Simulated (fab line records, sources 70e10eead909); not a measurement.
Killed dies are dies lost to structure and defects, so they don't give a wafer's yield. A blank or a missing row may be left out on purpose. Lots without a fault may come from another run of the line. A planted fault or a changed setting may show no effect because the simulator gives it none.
Which tool did it? | flow nand_harc | 14 lots, 38 wafers sampled, at 4 steps of a route of 1302

WHAT THE GAUGES READ, wafer by wafer
NHARC_A_ONON_D1_THK_MEAS_05: measures by ellipsometry. Usual: thk_nm 1001 nm, standard deviation 8.2.
lot  | measured     | on            | thk_nm (nm)    | flag
L994 | day 8 08:35  | film_metro-02 | 1005 1004 1004 |
L995 | day 8 18:01  | film_metro-01 | 1003 1004 1005 |
L997 | day 9 10:26  | film_metro-02 | 992 988 991    |
L998 | day 9 19:14  | film_metro-01 | 1011 1011 1010 |
L999 | day 10 08:10 | film_metro-01 | 1004 1005 1003 |
L100 | day 10 12:07 | film_metro-01 | 985 986 984    |
L101 | day 11 05:02 | film_metro-01 | 1006 1007 1005 |
L102 | day 11 09:36 | film_metro-02 | 1004 1004 1005 |
L106 | day 13 04:22 | film_metro-01 | 998 996 996    |
L109 | day 14 18:44 | film_metro-01 | 1022           |
L111 | day 15 02:10 | film_metro-02 | 998            |
L112 | day 15 11:05 | film_metro-01 | 995 994 995    |
L114 | day 16 11:01 | film_metro-02 | 992 992 991    |
L116 | day 17 12:26 | film_metro-01 | 997 997 996    |

NHARC_A_ONON_D1_THK_MEAS_30: measures by ellipsometry. Usual: thk_nm 999 nm, standard deviation 10.
lot  | measured     | on            | thk_nm (nm)    | flag
L994 | day 8 21:10  | film_metro-02 | 998 998 999    |
L995 | day 9 05:48  | film_metro-01 | 1017 1017 1018 |
L997 | day 9 22:25  | film_metro-01 | 1006 1005 1006 |
L998 | day 10 07:34 | film_metro-02 | 997 999 1000   |
L999 | day 10 22:15 | film_metro-02 | 990 990 992    |
L100 | day 10 22:16 | film_metro-02 | 995 995 995    |
L101 | day 11 16:50 | film_metro-02 | 974 975 975    |
L102 | day 11 21:25 | film_metro-02 | 1015 1015 1015 |
L106 | day 13 16:10 | film_metro-01 | 995 995 995    |
L109 | day 15 06:28 | film_metro-02 | 1519 1519      | OFF
L111 | day 15 16:35 | film_metro-01 | 1538 1535      | OFF
L112 | day 15 23:07 | film_metro-01 | 1010 1011 1011 |
L114 | day 16 22:48 | film_metro-01 | 1006 1006 1006 |
L116 | day 18 00:11 | film_metro-01 | 993 991 994    |

WHICH TOOL RAN EACH LOT (tool, then ch and the chambers of the sampled wafers, then the start)
lot  | NHARC_A_ZERO_WELL_ETCH_13        | NHARC_A_ONON_D1_DEP_28
L994 | rie_si-01 ch 0,1,3, day 7 10:53  | pecvd_onon-03 ch 0, day 8 20:40
L995 | rie_si-06 ch 0,2,3, day 7 18:46  | pecvd_onon-03 ch 0, day 9 05:17
L997 | rie_si-06 ch 0,1,3, day 8 10:57  | pecvd_onon-01 ch 0, day 9 21:58
L998 | rie_si-01 ch 0,3, day 8 17:21    | pecvd_onon-01 ch 0, day 10 07:04
L999 | rie_si-02 ch 0,3, day 9 06:05    | pecvd_onon-01 ch 0, day 10 21:47
L100 | rie_si-02 ch 0,1,3, day 9 13:44  | pecvd_onon-04 ch 0, day 10 21:49
L101 | rie_si-02 ch 1,2,3, day 10 04:27 | pecvd_onon-03 ch 0, day 11 16:23
L102 | rie_si-01 ch 0,1,2, day 10 10:46 | pecvd_onon-04 ch 0, day 11 20:58
L106 | rie_si-01 ch 0,2,3, day 12 03:17 | pecvd_onon-03 ch 0, day 13 15:43
L109 | rie_si-06 ch 3, day 13 20:31     | pecvd_onon-03 ch 0, day 15 06:14
L111 | rie_si-02 ch 1, day 14 04:08     | pecvd_onon-03 ch 0, day 15 16:18
L112 | rie_si-01 ch 0,3, day 14 12:10   | pecvd_onon-04 ch 0, day 15 22:37
L114 | rie_si-02 ch 0,1,3, day 15 11:29 | pecvd_onon-04 ch 0, day 16 22:17
L116 | rie_si-02 ch 1,2, day 16 13:55   | pecvd_onon-04 ch 0, day 17 23:41
- NHARC_A_ZERO_WELL_ETCH_13: etches the open film in HBr/Cl2, target depth 120 nm, time 40.1 s.
- NHARC_A_ONON_D1_DEP_28: target thk 1000 nm.

WHAT THE TOOLS THEMSELVES READ (means of the sampled wafers that have a number; where no wafer has one, the mark that the record gives instead)
NHARC_A_ZERO_WELL_ETCH_13. Usual: drypump_motor_current_A 5.8 A, standard deviation 0.38; oes_product_au 1.004 a.u., standard deviation 0.011; throttle_valve_pct 26.406 %, standard deviation 0.0097.
lot  | tool      | drypump_motor_current_A (A) | oes_product_au (a.u.) | throttle_valve_pct (%) | flag
L994 | rie_si-01 | 5.8                         | 0.999                 | 26.415                 |
L995 | rie_si-06 | 5.8                         | 1.013                 | 26.412                 |
L997 | rie_si-06 | 5.8                         | 1.016                 | 26.399                 |
L998 | rie_si-01 | 6.0                         | 1.006                 | 26.395                 |
L999 | rie_si-02 | 6.1                         | 1.012                 | 26.402                 |
L100 | rie_si-02 | 5.8                         | 1.006                 | 26.408                 |
L101 | rie_si-02 | 5.5                         | 1.002                 | 26.407                 |
L102 | rie_si-01 | 5.9                         | 0.991                 | 26.404                 |
L106 | rie_si-01 | 6.1                         | 1.003                 | 26.407                 |
L109 | rie_si-06 | 5.9                         | 0.988                 | 26.409                 |
L111 | rie_si-02 | 5.4                         | 1.013                 | 26.399                 |
L112 | rie_si-01 | 5.9                         | 1.006                 | 26.406                 |
L114 | rie_si-02 | 5.8                         | 1.004                 | 26.405                 |
L116 | rie_si-02 | 5.2                         | 0.996                 | 26.409                 |

NHARC_A_ONON_D1_DEP_28. Usual: nh3_flow_sccm 499.8 sccm, standard deviation 1.5.
lot  | tool          | nh3_flow_sccm (sccm) | flag
L994 | pecvd_onon-03 | 499.8                |
L995 | pecvd_onon-03 | 499.9                |
L997 | pecvd_onon-01 | 500.2                |
L998 | pecvd_onon-01 | 502.4                |
L999 | pecvd_onon-01 | 500.2                |
L100 | pecvd_onon-04 | 498.2                |
L101 | pecvd_onon-03 | 500.8                |
L102 | pecvd_onon-04 | 496.3                |
L106 | pecvd_onon-03 | 499.0                |
L109 | pecvd_onon-03 | 499.4                |
L111 | pecvd_onon-03 | 498.7                |
L112 | pecvd_onon-04 | 499.1                |
L114 | pecvd_onon-04 | 501.2                |
L116 | pecvd_onon-04 | 500.1                |

THE ANSWER, worked out from the rows above alone
Rule: a lot is off if the mean of its wafers that have a number lies more than 3 standard deviations from the usual mean. A lot without any number at a reading at which 4 lots or more have one is off too. The other lots that the step has rows for count as sound. The gauges are gone through in route order, then the tools' own readings, and for those a lot's mean is taken as printed above. The first step at which some lot is off is used, and at that step the reading that is off furthest; a lot without a number counts as furthest.
Off: L109, L111, at NHARC_A_ONON_D1_THK_MEAS_30 (thk_nm).
A tool fits if, at a process step before that reading, it ran every lot that is off, and no sound lot after the first of them. The gauges at NHARC_A_ONON_D1_THK_MEAS_30 are tried like those tools. One fits: pecvd_onon-03 at NHARC_A_ONON_D1_DEP_28. Its last sound lot is L106 (day 13 15:43), its first lot that is off L109 (day 15 06:14): a fault that began between those two fits.

WHAT THE SIMULATOR HAD PUT IN
Process parameter drift: pecvd_onon-03, from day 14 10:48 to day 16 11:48, at NHARC_A_ONON_D1_DEP_28. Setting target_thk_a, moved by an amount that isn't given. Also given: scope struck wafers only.
Lots struck among those shown: L109, L111. The rule above found the same.
